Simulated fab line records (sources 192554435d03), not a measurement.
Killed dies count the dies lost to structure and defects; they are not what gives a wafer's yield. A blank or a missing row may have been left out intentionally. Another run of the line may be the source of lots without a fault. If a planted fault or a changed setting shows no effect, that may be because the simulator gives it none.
What tool caused it? | flow n5_finfet | 8 lots, 22 wafers sampled, at 8 steps of a route of 1938

## WHAT THE GAUGES SHOWED, per wafer
N5_BEOL_M2_OVL_MEAS_29.
lot  | measured     | on         | V1_OVL (nm)
L115 | day 6 20:03  | overlay-02 | 0.5 -0.4 -0.8
L117 | day 7 10:58  | overlay-02 | 0.9 -0.6
L118 | day 7 19:34  | overlay-01 | -0.4 -1.0 -0.8
L120 | day 8 03:32  | overlay-02 | -0.7 -1.0 -0.8
L123 | day 8 21:22  | overlay-02 | -0.8 -0.5
L132 | day 11 04:05 | overlay-01 | -0.5 -0.4 -1.3
L134 | day 11 12:56 | overlay-01 | -0.6 0.2 -0.5
L137 | day 12 02:18 | overlay-01 | -0.7 0.1 -0.4

N5_BEOL_M2_OCD_MEAS_38.
lot  | measured     | on     | trench_depth_nm (nm)
L115 | day 6 20:52  | ocd-01 | 55.4 55.7 55.0
L117 | day 7 12:10  | ocd-01 | 56.6 55.0
L118 | day 7 23:56  | ocd-02 | 55.4 54.5 55.9
L120 | day 8 07:37  | ocd-02 | 55.8 54.5 55.5
L123 | day 9 00:11  | ocd-02 | 55.8 56.6
L132 | day 11 10:39 | ocd-01 | 60.7 62.0 58.2
L134 | day 11 16:56 | ocd-02 | 59.1 59.0 60.3
L137 | day 12 09:38 | ocd-01 | 56.3 56.6 54.3

N5_BEOL_M2_THK_MEAS_53: measures by xrf.
lot  | measured     | on            | M2_THK (nm)
L115 | day 7 02:12  | film_metro-01 | 37.4 37.8 37.6
L117 | day 7 17:35  | film_metro-01 | 40.5 38.2
L118 | day 8 03:47  | film_metro-01 | 38.0 37.4 39.2
L120 | day 8 11:06  | film_metro-02 | 38.1 38.7 37.7
L123 | day 9 04:08  | film_metro-02 | 37.2 39.2
L132 | day 11 14:10 | film_metro-01 | 43.2 47.1 41.9
L134 | day 11 20:58 | film_metro-01 | 42.1 42.1 45.7
L137 | day 12 14:35 | film_metro-01 | 38.5 40.1 38.1

N5_BEOL_M2_RS_MEAS_58: uses a four-point probe to measure.
lot  | measured     | on            | M2_RS (ohm/sq)
L115 | day 7 02:28  | film_metro-01 | 0.69 0.68 0.68
L117 | day 7 17:52  | film_metro-02 | 0.63 0.68
L118 | day 8 04:05  | film_metro-01 | 0.69 0.70 0.66
L120 | day 8 11:22  | film_metro-02 | 0.67 0.66 0.68
L123 | day 9 04:34  | film_metro-01 | 0.69 0.65
L132 | day 11 14:26 | film_metro-01 | 0.58 0.52 0.60
L134 | day 11 21:13 | film_metro-02 | 0.60 0.60 0.54
L137 | day 12 14:50 | film_metro-01 | 0.68 0.64 0.69

N5_BEOL_M4_RC_MEAS_101.
lot  | measured     | on        | DIBL_N (mV/V)  | DIBL_P (mV/V)  | IOFF_N (nA/um)    | IOFF_P (nA/um) | ION_N (uA/um) | ION_P (uA/um) | SS_N (mV/dec)  | SS_P (mV/dec)  | VT_N (mV)   | VT_P (mV)
L115 | day 7 22:20  | prober-01 | 36.1 36.0 34.9 | 35.7 36.3 33.9 | 0.154 0.150 0.130 | 0.20 0.22 0.18 | 668 666 672   | 459 460 459   | 71.1 71.1 70.7 | 73.1 73.1 73.0 | 253 252 253 | -249 -248 -252
L117 | day 8 14:39  | prober-02 | 35.5 34.7      | 36.8 35.0      | 0.138 0.136       | 0.18 0.16      | 668 668       | 454 452       | 71.2 71.5      | 73.5 72.3      | 251 253     | -256 -256
L118 | day 9 00:58  | prober-02 | 34.9 32.3 33.7 | 35.5 33.0 34.1 | 0.133 0.114 0.122 | 0.19 0.16 0.18 | 665 669 667   | 451 456 464   | 71.9 70.5 70.7 | 72.9 73.0 72.4 | 252 254 252 | -251 -253 -254
L120 | day 9 04:26  | prober-02 | 36.4 35.6 36.7 | 36.1 37.0 38.0 | 0.144 0.144 0.158 | 0.17 0.18 0.20 | 659 665 668   | 444 452 459   | 72.3 71.3 71.3 | 72.7 72.4 73.1 | 252 250 251 | -258 -254 -252
L123 | day 10 06:55 | prober-01 | 32.7 35.6      | 32.2 35.6      | 0.106 0.159       | 0.16 0.21      | 651 677       | 456 472       | 70.9 70.7      | 72.7 73.2      | 256 247     | -254 -247
L132 | day 12 13:02 | prober-02 | 35.2 36.1 35.1 | 34.7 35.8 34.6 | 0.118 0.131 0.127 | 0.16 0.18 0.16 | 661 667 680   | 454 457 464   | 71.2 71.2 70.7 | 73.4 73.6 73.3 | 254 255 251 | -257 -252 -255
L134 | day 12 19:22 | prober-01 | 35.7 33.7 36.3 | 34.9 32.6 35.9 | 0.132 0.110 0.150 | 0.20 0.17 0.21 | 672 651 664   | 465 454 453   | 72.0 70.9 71.7 | 73.4 72.2 73.2 | 254 254 252 | -250 -249 -248
L137 | day 13 15:45 | prober-02 | 34.6 34.9 35.7 | 34.7 33.6 34.8 | 0.133 0.135 0.154 | 0.19 0.16 0.19 | 665 679 681   | 458 461 459   | 71.8 71.3 71.5 | 72.8 72.4 73.6 | 251 252 250 | -251 -253 -249

## WHICH TOOL RAN EACH LOT (tool, then ch and the chambers of the sampled wafers, then the start)
lot  | N5_BEOL_M2_STRIP_19                | N5_BEOL_M2_ALD_98                 | N5_BEOL_M2_TRENCH_ETCH_37
L115 | rie_diel-06 ch 0,1,2, day 6 19:29  | ald_sin-01 ch 1,2, day 6 20:21    | rie_diel-05 ch 1,2, day 6 20:43
L117 | rie_diel-02 ch 0,3, day 7 10:25    | ald_sin-04 ch 0,3, day 7 11:37    | rie_diel-05 ch 0,3, day 7 12:01
L118 | rie_diel-06 ch 0,2,3, day 7 19:02  | ald_sin-02 ch 0,2,3, day 7 19:51  | rie_diel-05 ch 0,1,3, day 7 23:47
L120 | rie_diel-05 ch 0,2,3, day 8 02:59  | ald_sin-01 ch 0,1,2, day 8 04:25  | rie_diel-05 ch 1,2,3, day 8 07:28
L123 | rie_diel-05 ch 1,3, day 8 20:48    | ald_sin-04 ch 0,3, day 8 21:41    | rie_diel-05 ch 0,2, day 9 00:02
L132 | rie_diel-02 ch 0,2,3, day 11 03:33 | ald_sin-02 ch 1,2,3, day 11 04:19 | rie_diel-05 ch 0,1,3, day 11 10:30
L134 | rie_diel-06 ch 1,2,3, day 11 12:23 | ald_sin-01 ch 0,1,2, day 11 13:26 | rie_diel-05 ch 1,2,3, day 11 16:46
L137 | rie_diel-02 ch 0,2, day 12 01:51   | ald_sin-04 ch 0,2, day 12 02:32   | rie_diel-02 ch 0,2,3, day 12 09:29
- N5_BEOL_M2_STRIP_19: strips in O2.
- N5_BEOL_M2_ALD_98: deposits SiO2, target thk 2.5 nm, pulse time 1 s, co reactant pulse time 1 s.
- N5_BEOL_M2_TRENCH_ETCH_37: etches SiOC in C4F6/O2, target depth 55.555 nm, time 29.2 s.

## AS READ BY THE TOOLS THEMSELVES (means over the sampled wafers that have a number; for cases with no such wafer, the mark the record gives instead)
N5_BEOL_M2_STRIP_19.
lot  | tool        | drypump_motor_current_A (A) | oes_product_au (a.u.) | rf_vpp_V (V) | showerhead_plenum_p_Torr (Torr) | throttle_valve_pct (%)
L115 | rie_diel-06 | 5.9                         | 0.74                  | 3.5          | 2.12                            | 16.79
L117 | rie_diel-02 | 6.2                         | 0.81                  | 3.8          | 2.16                            | 16.78
L118 | rie_diel-06 | 5.9                         | 0.78                  | 3.4          | 2.11                            | 16.78
L120 | rie_diel-05 | 5.3                         | 0.78                  | 3.3          | 2.17                            | 16.66
L123 | rie_diel-05 | 5.8                         | 0.82                  | 3.2          | 2.17                            | 16.70
L132 | rie_diel-02 | 5.8                         | 0.76                  | 3.7          | 2.13                            | 16.96
L134 | rie_diel-06 | 5.6                         | 0.74                  | 3.6          | 2.13                            | 16.78
L137 | rie_diel-02 | 6.0                         | 0.78                  | 3.6          | 2.16                            | 16.84

N5_BEOL_M2_ALD_98.
lot  | tool       | heater_power_w (W) | precursor_pulse_height_rel
L115 | ald_sin-01 | 73                 | 1.008
L117 | ald_sin-04 | 73                 | 0.986
L118 | ald_sin-02 | 76                 | 1.004
L120 | ald_sin-01 | 72                 | 0.988
L123 | ald_sin-04 | 72                 | 0.996
L132 | ald_sin-02 | 77                 | 1.003
L134 | ald_sin-01 | 74                 | 0.987
L137 | ald_sin-04 | 80                 | 0.993

N5_BEOL_M2_TRENCH_ETCH_37.
lot  | tool        | drypump_motor_current_A (A) | oes_f_703_au (a.u.) | oes_o_777_au (a.u.) | oes_product_au (a.u.) | rf_fwd_power_W (W) | rf_vpp_V (V) | showerhead_plenum_p_Torr (Torr) | throttle_valve_pct (%)
L115 | rie_diel-05 | 5.3                         | 0.78                | 0.78                | 0.78                  | 350.8              | 680          | 2.93                            | 20.7
L117 | rie_diel-05 | 5.5                         | 0.82                | 0.82                | 0.81                  | 349.8              | 666          | 2.93                            | 20.9
L118 | rie_diel-05 | 5.7                         | 0.82                | 0.83                | 0.81                  | 348.7              | 671          | 2.92                            | 21.0
L120 | rie_diel-05 | 5.5                         | 0.80                | 0.81                | 0.79                  | 349.4              | 673          | 2.93                            | 20.7
L123 | rie_diel-05 | 5.2                         | 0.76                | 0.75                | 0.76                  | 349.9              | 676          | 2.90                            | 20.9
L132 | rie_diel-05 | 5.7                         | 1.02                | 1.01                | 0.82                  | 435.4              | 601          | 2.91                            | 21.0
L134 | rie_diel-05 | 5.5                         | 0.98                | 0.98                | 0.80                  | 436.3              | 602          | 2.92                            | 20.8
L137 | rie_diel-02 | 5.8                         | 0.77                | 0.77                | 0.75                  | 348.1              | 646          | 2.88                            | 21.1

## THE ANSWER, worked out from the rows above alone
Rule: usual is defined by the lots themselves. The widest of any qualifying gaps counts: lots, ordered by their means at a reading, are off when they make up no more than a third of the lots, leave a main group of 4 or more, and stand apart from it by 3 or more times the standard deviation of that group's means. If all means in a main group match to the digits the tables above print for the reading, that group is not used. A lot without any number at a reading at which 4 lots or more have one is off too. The other lots that the step has rows for count as sound. After the gauges, taken in route order, come the tools' own readings; for these a lot's mean is taken, as printed above. The first step at which some lot is off is used, and at that step the reading that is off furthest; a lot without a number counts as furthest.
Off, at N5_BEOL_M2_OCD_MEAS_38 on trench_depth_nm: L132, L134. Mean 55.6 nm and standard deviation 0.34 in the main group.
A tool fits if, at a process step before that reading, it ran every lot that is off, and no sound lot after the first of them. The gauges at N5_BEOL_M2_OCD_MEAS_38 aren't tried: what is off there is off at N5_BEOL_M2_THK_MEAS_53 too, on other tools, and a gauge's error can't cause that. One candidate fits, namely rie_diel-05 at N5_BEOL_M2_TRENCH_ETCH_37. A fault onset in the window from L123 (day 9 00:02, its last sound lot) to L132 (day 11 10:30, its first lot off) fits.
The tool's own readings at N5_BEOL_M2_TRENCH_ETCH_37 bear it out: on the lots that are off they differ by more than 5 times the standard deviation of the sound lots' means. oes_f_703_au reads 1.00 a.u. there against 0.79 a.u. on the sound lots; oes_o_777_au reads 0.99 a.u. there against 0.79 a.u. on the sound lots; rf_fwd_power_W reads 435.9 W there against 349.4 W on the sound lots; rf_vpp_V reads 602 V there against 669 V on the sound lots.

## WHAT HAD BEEN PUT IN BY THE SIMULATOR
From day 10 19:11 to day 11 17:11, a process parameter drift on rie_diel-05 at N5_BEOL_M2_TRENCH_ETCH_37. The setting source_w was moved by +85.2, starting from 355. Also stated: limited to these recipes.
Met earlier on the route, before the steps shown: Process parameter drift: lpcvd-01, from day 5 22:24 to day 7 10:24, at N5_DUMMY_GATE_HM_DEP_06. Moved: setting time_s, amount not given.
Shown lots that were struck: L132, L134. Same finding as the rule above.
